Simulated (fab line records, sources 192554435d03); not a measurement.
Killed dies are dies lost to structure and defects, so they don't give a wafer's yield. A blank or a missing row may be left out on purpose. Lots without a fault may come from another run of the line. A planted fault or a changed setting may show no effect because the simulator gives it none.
fab line records | flow n5_finfet | part 1 of 2: steps 1 to 21 of 27
record lots=5 wafers=15 last_day=19
route steps=1938 shown DUMMY_REMOVAL@382 HKMG_FIN@385
lots that met no fault: from a run of the same line without faults
start_h: hours from the record's first day to the start of the lot's first wafer shown | wait_h: hours since the lot's step before | " the same as in the row above | L1.1+2: a row that stands for several wafers | - no value, or no start given | * or withheld: withheld | < > ~ a bound
route shown NAME@n: a module of which the file shows steps, and the number in the route of the first | usual: mean/standard deviation of fault-free wafers | same: alike in all rows | chamber/n: place in a boat | sites: the reading at each site | _std_site: their standard deviation | _edge_site: outer sites' mean less inner sites' | radius_mm: how far each site lies from the wafer's centre | mask NAME#n: copy n | behind: the tool/chamber that last shaped the wafer | hold: why the lot was held/for how many hours/how that ended | device: the transistor (n, p or np) that didn't switch | end of line: the same wafers' tests at the end of the route | a step without rows: its recipe alone | killed: dies lost to structure and defects at the first sort, not the wafer's yield | map: a wafer's dies, x killed, . not, _ none there
set.NAME: the setting as run; set.NAME@STEP: as run at that earlier step | model.NAME: the simulator's own value behind a step, which no gauge read
lots at some steps of the route; a table a step, a row a wafer
services: from which hour (start_h, from the record's first day; less than 0 if before it) a tool's chamber was out of use, for how many hours, and why
## steps
# step N5_DUMMY_REMOVAL_PRECLEAN_08
# recipe chemistry=NF3:NH3 afs_cycles=2 temp_c=30 time_s=20 sublimation_temp_c=180 sublimation_time_s=60 pressure_torr=3 rf_power_w=30
# usual temp_c=29.99/0.099
# columns lot.wafer tool chamber start_h wait_h temp_c
L080.2 remote_plasma-01 0 106.93 0.1 30.07
L080.5 " 0 " " 30.01
L080.6 " 0 " " 29.83
L082.2 remote_plasma-02 0 120.63 0.1 29.94
L082.4 " 0 " " 29.88
L082.5 " 0 " " 29.89
L087.2 remote_plasma-02 0 146.45 0.1 29.95
L087.3 " 0 " " 30.24
L087.6 " 0 " " 30.07
L089.1 remote_plasma-02 0 162.17 0.0 30.08
L089.4 " 0 " " 30.06
L089.6 " 0 " " 30.03
L096.1 remote_plasma-02 0 202.12 0.0 29.82
L096.2 " 0 " " 29.89
L096.6 " 0 " " 29.99
# step N5_DUMMY_REMOVAL_PRECLEAN_04
# recipe chemistry=DHF time_s=37 temp_c=25 dilution=500:1
# usual temp_c=25.00/0.11
# columns lot.wafer tool chamber start_h wait_h temp_c
L080.2 wet_bench-03 1 107.11 0.2 25.09
L080.5 " 4 " " 25.04
L080.6 " 5 " " 25.05
L082.2 wet_bench-03 4 120.81 0.2 24.88
L082.4 " 6 " " 24.92
L082.5 " 5 " " 25.04
L087.2 wet_bench-06 7 146.63 0.2 25.12
L087.3 " 2 " " 25.20
L087.6 " 6 " " 25.05
L089.1 wet_bench-04 1 162.38 0.2 25.13
L089.4 " 2 " " 24.96
L089.6 " 7 " " 25.01
L096.1 wet_bench-04 0 202.33 0.2 24.87
L096.2 " 5 " " 25.13
L096.6 " 1 " " 24.92
# step N5_DUMMY_REMOVAL_SRD_05
# recipe dry=ipa_marangoni do_ppb=5 time_s=30 temp_c=23 rinse_liquid=diw
# usual do_ppb=5.00/0.05 temp_c=23.02/0.1
# columns lot.wafer tool chamber start_h wait_h do_ppb temp_c
L080.2 wet_bench-03 1 107.12 0.0 5.06 23.01
L080.5 " 4 " " 5.03 23.09
L080.6 " 5 " " 4.98 22.96
L082.2 wet_bench-03 4 120.83 0.0 4.97 23.06
L082.4 " 6 " " 5.01 23.08
L082.5 " 5 " " 5.05 22.81
L087.2 wet_bench-06 7 146.65 0.0 5.04 22.84
L087.3 " 2 " " 4.99 23.16
L087.6 " 6 " " 5.07 22.94
L089.1 wet_bench-04 1 162.40 0.0 5.00 22.93
L089.4 " 2 " " 5.05 23.08
L089.6 " 7 " " 5.10 23.29
L096.1 wet_bench-04 0 202.35 0.0 5.03 22.92
L096.2 " 5 " " 5.06 23.17
L096.6 " 1 " " 5.08 22.98
# step N5_HKMG_FIN_IL_REGROW_00
# recipe material=SiO2 target_thk_a=7.5 chemistry=O3 temp_c=withheld time_s=30
# columns lot.wafer tool chamber start_h wait_h
L080.2+5+6 ald_hk-02 1,2,1 107.17 0.0
L082.2+4+5 ald_hk-03 0,3,2 120.87 0.0
L087.2+3+6 ald_hk-03 3,0,2 146.70 0.0
L089.1+4+6 ald_hk-01 0,1,1 162.44 0.0
L096.1+2+6 ald_hk-02 0,2,0 202.42 0.0
# step N5_HKMG_FIN_HK_ALD_01
# recipe material=HfO2 target_thk_a=16 temp_c=withheld ald_precursor_family=HfCl4 ald_co_reactant=H2O pulse_time_s=3 purge_time_s=3 co_reactant_purge_time_s=2.5 co_reactant_pulse_time_s=0.3 ald_cycles=30
# usual precursor_pulse_height_rel=1.004/0.021
# columns lot.wafer tool chamber start_h wait_h precursor_pulse_height_rel
L080.2 ald_hk-02 1 107.22 0.0 1.021
L080.5 " 2 " " 1.022
L080.6 " 1 " " 1.026
L082.2 ald_hk-03 0 120.92 0.0 0.978
L082.4 " 3 " " 1.011
L082.5 " 2 " " 1.020
L087.2 ald_hk-03 3 146.75 0.0 0.963
L087.3 " 0 " " 1.006
L087.6 " 2 " " 1.033
L089.1 ald_hk-01 0 162.49 0.0 1.001
L089.4 " 1 " " 0.996
L089.6 " 1 " " 0.974
L096.1 ald_hk-02 0 202.47 0.0 1.005
L096.2 " 2 " " 1.006
L096.6 " 0 " " 1.021
# step N5_HKMG_FIN_HK_ANNEAL_02
# recipe temp_c=700 time_s=30 ambient=N2 idle_temp_c=600 ramp_up_c_per_s=150 ramp_down_c_per_s=60 cool_to_c=600
# usual lamp_power_pct=8.79/0.048 lamp_zone_3_pct=8.797/0.011 wafer_temp_C_max=702.9/0.73
# columns lot.wafer tool chamber start_h wait_h lamp_power_pct lamp_zone_3_pct wafer_temp_C_max
L080.2 rtp_anneal-02 0 107.56 0.3 8.76 8.797 703.5
L080.5 " 0 " " 8.77 8.787 704.3
L080.6 " 0 " " 8.91 8.796 702.7
L082.2 rtp_anneal-02 0 121.14 0.1 8.83 8.800 701.5
L082.4 " 0 " " 8.77 8.797 701.6
L082.5 " 0 " " 8.77 8.790 702.9
L087.2 rtp_anneal-01 0 146.96 0.1 8.89 8.774 701.8
L087.3 " 0 " " 8.77 8.778 703.1
L087.6 " 0 " " 8.79 8.786 703.3
L089.1 rtp_anneal-01 0 162.92 0.3 8.75 8.799 703.0
L089.4 " 0 " " 8.72 8.823 703.5
L089.6 " 0 " " 8.78 8.791 703.4
L096.1 rtp_anneal-02 0 202.66 0.1 8.81 8.773 703.6
L096.2 " 0 " " 8.84 8.805 702.8
L096.6 " 0 " " 8.79 8.786 702.7
# step N5_HKMG_FIN_ALD_74
# recipe material=La2O3 target_thk_a=5 temp_c=250 ald_precursor_family=La-Cp ald_co_reactant=O3 pulse_time_s=6 co_reactant_pulse_time_s=1 purge_time_s=3 co_reactant_purge_time_s=3
# usual heater_power_w=350/34 precursor_pulse_height_rel=1.001/0.021
# columns lot.wafer tool chamber start_h wait_h heater_power_w precursor_pulse_height_rel
L080.2 ald_hk-03 0 107.89 0.3 333 0.992
L080.5 " 3 " " 356 0.999
L080.6 " 0 " " 341 1.022
L082.2 ald_hk-02 3 121.34 0.2 414 1.019
L082.4 " 1 " " 350 0.995
L082.5 " 2 " " 365 1.003
L087.2 ald_hk-01 2 147.15 0.2 344 0.982
L087.3 " 1 " " 358 1.033
L087.6 " 1 " " 360 1.024
L089.1 ald_hk-02 0 163.13 0.2 288 0.993
L089.4 " 3 " " 412 0.974
L089.6 " 0 " " 289 1.010
L096.1 ald_hk-01 1 202.87 0.2 358 0.977
L096.2 " 0 " " 365 1.023
L096.6 " 0 " " 375 1.036
# step N5_HKMG_FIN_ALD_75
# recipe material=Al2O3 target_thk_a=10 temp_c=150 ald_precursor_family=TMA ald_co_reactant=H2O pulse_time_s=withheld co_reactant_pulse_time_s=1
# usual heater_power_w=151/14 precursor_pulse_height_rel=1.000/0.021
# columns lot.wafer tool chamber start_h wait_h heater_power_w precursor_pulse_height_rel
L080.2 ald_hk-03 0 107.97 0.0 141 0.980
L080.5 " 3 " " 156 0.988
L080.6 " 0 " " 146 1.013
L082.2 ald_hk-02 3 121.42 0.0 174 1.022
L082.4 " 1 " " 154 1.032
L082.5 " 2 " " 160 1.046
L087.2 ald_hk-01 2 147.23 0.0 153 1.008
L087.3 " 1 " " 157 0.977
L087.6 " 1 " " 158 1.001
L089.1 ald_hk-02 0 163.21 0.0 126 0.969
L089.4 " 3 " " 185 0.987
L089.6 " 0 " " 123 1.027
L096.1 ald_hk-01 1 202.95 0.0 157 1.035
L096.2 " 0 " " 160 0.991
L096.6 " 0 " " 164 1.021
# step N5_HKMG_FIN_COAT_41
# recipe resist=SOC temp_c=250 time_s=60 spin_rpm=1500 resist_thk_nm=300
# usual chill_plate_temp_C=22.98/0.11 spin_speed_rpm=1499.9/1
# columns lot.wafer tool chamber start_h wait_h chill_plate_temp_C spin_speed_rpm
L080.2 litho_track-01 0 108.07 - 22.98 1500.1
L080.5 " 0 " " 22.78 1499.7
L080.6 " 0 " " 22.75 1499.9
L082.2 litho_track-01 0 121.51 - 23.00 1500.1
L082.4 " 0 " " 22.83 1498.9
L082.5 " 0 " " 22.77 1499.9
L087.2 litho_track-02 0 147.34 - 23.01 1499.7
L087.3 " 0 " " 23.07 1500.1
L087.6 " 0 " " 23.01 1500.8
L089.1 litho_track-05 0 163.31 - 22.81 1499.5
L089.4 " 0 " " 22.95 1499.5
L089.6 " 0 " " 22.69 1499.5
L096.1 litho_track-01 0 203.05 - 23.14 1499.5
L096.2 " 0 " " 23.12 1499.7
L096.6 " 0 " " 23.05 1499.1
# step N5_HKMG_FIN_COAT_42
# recipe resist=SiARC temp_c=220 time_s=60 spin_rpm=1500 resist_thk_nm=35
# usual chill_plate_temp_C=23.02/0.12 spin_speed_rpm=1499.9/1.1
# columns lot.wafer tool chamber start_h wait_h chill_plate_temp_C spin_speed_rpm
L080.2 litho_track-01 0 - - 22.86 1499.5
L080.5 " 0 " " 22.91 1500.8
L080.6 " 0 " " 23.17 1498.7
L082.2 litho_track-01 0 - - 22.83 1500.6
L082.4 " 0 " " 22.98 1498.7
L082.5 " 0 " " 22.97 1500.2
L087.2 litho_track-02 0 - - 23.05 1500.4
L087.3 " 0 " " 23.04 1500.1
L087.6 " 0 " " 22.94 1501.3
L089.1 litho_track-05 0 - - 22.89 1500.3
L089.4 " 0 " " 22.72 1499.3
L089.6 " 0 " " 22.91 1500.0
L096.1 litho_track-01 0 - - 23.19 1499.4
L096.2 " 0 " " 22.98 1502.0
L096.6 " 0 " " 22.94 1500.3
# step N5_HKMG_FIN_COAT_43
# recipe resist=CAR-ArF spin_rpm=1500 resist_thk_nm=90
# usual chill_plate_temp_C=23.00/0.12 spin_speed_rpm=1500.0/1.1
# columns lot.wafer tool chamber start_h wait_h chill_plate_temp_C spin_speed_rpm
L080.2 litho_track-01 0 - - 23.07 1500.3
L080.5 " 0 " " 23.08 1502.3
L080.6 " 0 " " 23.16 1499.3
L082.2 litho_track-01 0 - - 22.93 1500.1
L082.4 " 0 " " 22.94 1499.4
L082.5 " 0 " " 22.88 1499.3
L087.2 litho_track-02 0 - - 23.00 1498.9
L087.3 " 0 " " 22.93 1499.2
L087.6 " 0 " " 22.92 1500.2
L089.1 litho_track-05 0 - - 22.88 1499.1
L089.4 " 0 " " 22.79 1498.0
L089.6 " 0 " " 22.97 1500.2
L096.1 litho_track-01 0 - - 23.03 1499.0
L096.2 " 0 " " 23.00 1500.4
L096.6 " 0 " " 22.93 1498.9
# step N5_HKMG_FIN_EBR_45
# recipe solvent=PGMEA ebr_width_mm=1.5
# usual chill_plate_temp_C=23.02/0.097
# columns lot.wafer tool chamber start_h wait_h chill_plate_temp_C
L080.2 litho_track-01 0 - - 23.02
L080.5 " 0 " " 22.96
L080.6 " 0 " " 23.14
L082.2 litho_track-01 0 - - 22.98
L082.4 " 0 " " 22.99
L082.5 " 0 " " 22.94
L087.2 litho_track-02 0 - - 23.14
L087.3 " 0 " " 23.08
L087.6 " 0 " " 23.13
L089.1 litho_track-05 0 - - 23.04
L089.4 " 0 " " 23.08
L089.6 " 0 " " 22.99
L096.1 litho_track-01 0 - - 22.99
L096.2 " 0 " " 22.92
L096.6 " 0 " " 23.05
# step N5_HKMG_FIN_SOFTBAKE_44
# recipe temp_c=110 time_s=60 resist=CAR-ArF
# usual chill_plate_temp_C=22.99/0.11
# columns lot.wafer tool chamber start_h wait_h chill_plate_temp_C
L080.2 litho_track-01 0 - - 22.96
L080.5 " 0 " " 23.08
L080.6 " 0 " " 22.93
L082.2 litho_track-01 0 - - 23.06
L082.4 " 0 " " 22.94
L082.5 " 0 " " 22.96
L087.2 litho_track-02 0 - - 23.04
L087.3 " 0 " " 23.06
L087.6 " 0 " " 23.01
L089.1 litho_track-05 0 - - 23.06
L089.4 " 0 " " 23.05
L089.6 " 0 " " 23.02
L096.1 litho_track-01 0 - - 22.94
L096.2 " 0 " " 22.96
L096.6 " 0 " " 22.97
# step N5_HKMG_FIN_EXPOSE_46
# recipe mask_id=NDIPOLE na=1.35 source_shape=conventional sigma_outer=0.8 polarization=unpolarized dose_mj=40
# same na=1.35
# columns lot.wafer tool chamber start_h wait_h mask
L080.2+5+6 arfi_scanner-03 0 108.32 - NDIPOLE#0
L082.2+4+5 arfi_scanner-01 0 121.76 - NDIPOLE#0
L087.2+3+6 arfi_scanner-03 0 147.59 - NDIPOLE#0
L089.1+4+6 arfi_scanner-01 0 163.43 - NDIPOLE#0
L096.1+2+6 arfi_scanner-02 0 203.17 - NDIPOLE#0
# step N5_HKMG_FIN_PEB_47
# recipe peb_temp_c=withheld peb_time_s=60 resist=CAR-ArF
# usual chill_plate_temp_C=23.01/0.1
# columns lot.wafer tool chamber start_h wait_h chill_plate_temp_C
L080.2 litho_track-05 0 108.37 0.0 23.01
L080.5 " 0 " " 23.10
L080.6 " 0 " " 22.89
L082.2 litho_track-05 0 121.82 0.0 23.08
L082.4 " 0 " " 23.09
L082.5 " 0 " " 23.05
L087.2 litho_track-01 0 147.64 0.0 22.86
L087.3 " 0 " " 22.99
L087.6 " 0 " " 22.82
L089.1 litho_track-01 0 163.48 0.1 23.02
L089.4 " 0 " " 22.98
L089.6 " 0 " " 22.91
L096.1 litho_track-02 0 203.22 0.1 22.87
L096.2 " 0 " " 22.95
L096.6 " 0 " " 22.90
# step N5_HKMG_FIN_DEVELOP_48
# recipe develop_time_s=30 developer=TMAH resist=CAR-ArF rinse_liquid=diw dry=air_spin dev_temp_c=23
# usual chill_plate_temp_C=23.01/0.11
# same develop_time_s=30
# columns lot.wafer tool chamber start_h wait_h chill_plate_temp_C
L080.2 litho_track-05 0 - - 23.00
L080.5 " 0 " " 23.12
L080.6 " 0 " " 23.00
L082.2 litho_track-05 0 - - 22.99
L082.4 " 0 " " 22.98
L082.5 " 0 " " 22.85
L087.2 litho_track-01 0 - - 23.03
L087.3 " 0 " " 23.06
L087.6 " 0 " " 22.95
L089.1 litho_track-01 0 - - 22.88
L089.4 " 0 " " 22.89
L089.6 " 0 " " 22.84
L096.1 litho_track-02 0 - - 23.01
L096.2 " 0 " " 22.93
L096.6 " 0 " " 23.18
# step N5_HKMG_FIN_CD_MEAS_49
# recipe target_cd_nm=202 landing_energy_ev=500 detector=se_inlens polarity=opening
# usual cd_nm=201.5/0.84
# columns lot.wafer tool chamber start_h wait_h cd_nm
L080.2 cd_sem-02 0 108.44 - 201.2
L080.5 " 0 " " 202.5
L080.6 " 0 " " 201.4
L082.2 cd_sem-02 0 121.88 - 202.7
L082.4 " 0 " " 202.6
L082.5 " 0 " " 201.7
L087.2 cd_sem-01 0 147.71 - 203.2
L087.3 " 0 " " 202.2
L087.6 " 0 " " 202.1
L089.1 cd_sem-02 0 163.55 - 199.4
L089.4 " 0 " " 199.7
L089.6 " 0 " " 200.7
L096.1 cd_sem-01 0 203.29 - 202.5
L096.2 " 0 " " 202.8
L096.6 " 0 " " 201.9
# step N5_HKMG_FIN_OVL_MEAS_50
# recipe points_per_wafer=44
# usual NDIPOLE_OVL=-0.1/0.93
# columns lot.wafer tool chamber start_h wait_h NDIPOLE_OVL[nm]
L080.2 overlay-02 0 108.47 0.0 -0.2
L080.5 " 0 " " -1.4
L080.6 " 0 " " 0.0
L082.2 overlay-01 0 121.91 0.0 1.6
L082.4 " 0 " " 1.0
L082.5 " 0 " " -0.4
L087.2 overlay-01 0 147.74 0.0 -1.2
L087.3 " 0 " " -1.3
L087.6 " 0 " " -0.9
L089.1 overlay-01 0 163.58 0.0 0.8
L089.4 " 0 " " -0.1
L089.6 " 0 " " 0.2
L096.1 overlay-02 0 203.32 0.0 -1.5
L096.2 " 0 " " -0.7
L096.6 " 0 " " -1.4
# step N5_HKMG_FIN_INSPECT_61
# recipe mode=adi inspect_instrument=macro
# usual raw_defect_count=2.1/1.5
# columns lot.wafer tool chamber start_h wait_h raw_defect_count
L080.2 defect_inspect-01 - 108.49 0.0 1
L080.5 " - " " 0
L080.6 " - " " 1
L082.2 defect_inspect-02 - 121.94 0.0 0
L082.4 " - " " 3
L082.5 " - " " 0
L087.2 defect_inspect-01 - 147.76 0.0 2
L087.3 " - " " 3
L087.6 " - " " 2
L089.1 defect_inspect-01 - 163.61 0.0 2
L089.4 " - " " 2
L089.6 " - " " 0
L096.1 defect_inspect-01 - 203.34 0.0 0
L096.2 " - " " 5
L096.6 " - " " 0
# step N5_HKMG_FIN_DESCUM_53
# recipe chemistry=O2 time_s=7.9 source_power_w=50 bias_power_w=20 pressure_mtorr=20 rf_frequency_hz=2.712e+07 temp_c=40 resist=CAR-ArF o2_flow_sccm=225
# usual drypump_motor_current_A=5.6/0.5 oes_product_au=0.81/0.087 rf_vpp_V=243.4/1.6 showerhead_plenum_p_Torr=2.10/0.074 temp_c=40.01/0.12 throttle_valve_pct=20.36/0.24
# columns lot.wafer tool chamber start_h wait_h drypump_motor_current_A oes_product_au rf_hours_counter_h rf_vpp_V showerhead_plenum_p_Torr temp_c throttle_valve_pct
L080.2 rie_diel-04 0 108.52 0.0 4.9 0.86 71 241.0 2.04 39.98 20.47
L080.5 " 1 " " 5.7 0.77 - 241.6 2.00 39.91 20.07
L080.6 " 0 " " 4.9 0.84 - 241.9 2.04 40.09 20.48
L082.2 rie_diel-03 1 122.14 0.2 6.3 0.82 77 241.6 2.10 39.85 19.94
L082.4 " 0 " " 5.2 0.81 85 245.0 2.19 39.62 20.41
L082.5 " 3 " " 5.7 0.83 - 242.4 2.02 40.01 20.20
L087.2 rie_diel-03 1 147.79 0.0 6.3 0.82 85 242.5 2.09 40.22 19.95
L087.3 " 2 " " 5.6 0.85 59 242.0 2.05 40.05 20.58
L087.6 " 3 " " 5.7 0.82 - 243.4 2.02 40.14 20.20
L089.1 rie_diel-04 0 163.64 0.0 5.0 0.82 87 242.8 2.04 39.69 20.49
L089.4 " 3 " " 5.8 0.70 182 243.2 2.08 40.09 20.24
L089.6 " 2 " " 6.8 0.68 - 242.6 2.05 40.03 20.76
L096.1 rie_diel-04 3 203.43 0.1 5.8 0.69 195 243.3 2.08 39.98 20.27
L096.2 " 1 " " 5.7 0.74 184 240.6 1.99 39.98 20.11
L096.6 " 3 " " 5.8 0.69 - 242.0 2.08 40.01 20.28
# step N5_HKMG_FIN_ETCH_54
# recipe chemistry=CF4 target=SiARC target_depth_a=455 mask_material=CAR-ArF time_s=75.8 ion_energy_ev=80 pressure_mtorr=40 source_w=545 bias_w=36 Ar_flow_sccm=100 cf4_flow_sccm=100 ends=cleared
# usual drypump_motor_current_A=5.6/0.51 etch_rf_on_time_s=75.7/1.3 oes_product_au=0.70/0.074 rf_vpp_V=184.2/1.2 showerhead_plenum_p_Torr=2.16/0.078 throttle_valve_pct=15.56/0.21
# columns lot.wafer tool chamber start_h wait_h drypump_motor_current_A etch_rf_on_time_s oes_product_au rf_hours_counter_h rf_vpp_V showerhead_plenum_p_Torr throttle_valve_pct
L080.2 rie_diel-04 0 108.56 0.0 4.9 75.7 0.72 71 182.5 2.08 15.54
L080.5 " 1 " " 5.7 73.8 0.67 - 183.9 2.06 15.34
L080.6 " 0 " " 4.9 75.8 0.72 - 184.3 2.08 15.54
L082.2 rie_diel-03 1 122.17 0.0 6.3 76.5 0.70 77 183.4 2.17 15.28
L082.4 " 0 " " 5.2 77.2 0.68 85 184.8 2.25 15.62
L082.5 " 3 " " 5.7 75.8 0.71 - 183.5 2.08 15.34
L087.2 rie_diel-03 1 147.83 0.0 6.3 75.6 0.70 85 183.7 2.17 15.30
L087.3 " 2 " " 5.6 77.7 0.72 59 185.0 2.08 15.63
L087.6 " 3 " " 5.7 74.7 0.71 - 183.8 2.08 15.34
L089.1 rie_diel-04 0 163.67 0.0 4.9 76.4 0.70 87 184.6 2.08 15.57
L089.4 " 3 " " 5.8 75.6 0.61 182 182.4 2.14 15.56
L089.6 " 2 " " 6.7 77.4 0.58 - 182.0 2.12 16.04
L096.1 rie_diel-04 3 203.46 0.0 5.8 76.3 0.60 195 182.5 2.14 15.59
L096.2 " 1 " " 5.7 76.4 0.64 184 183.4 2.05 15.40
L096.6 " 3 " " 5.8 77.2 0.60 - 183.1 2.14 15.59
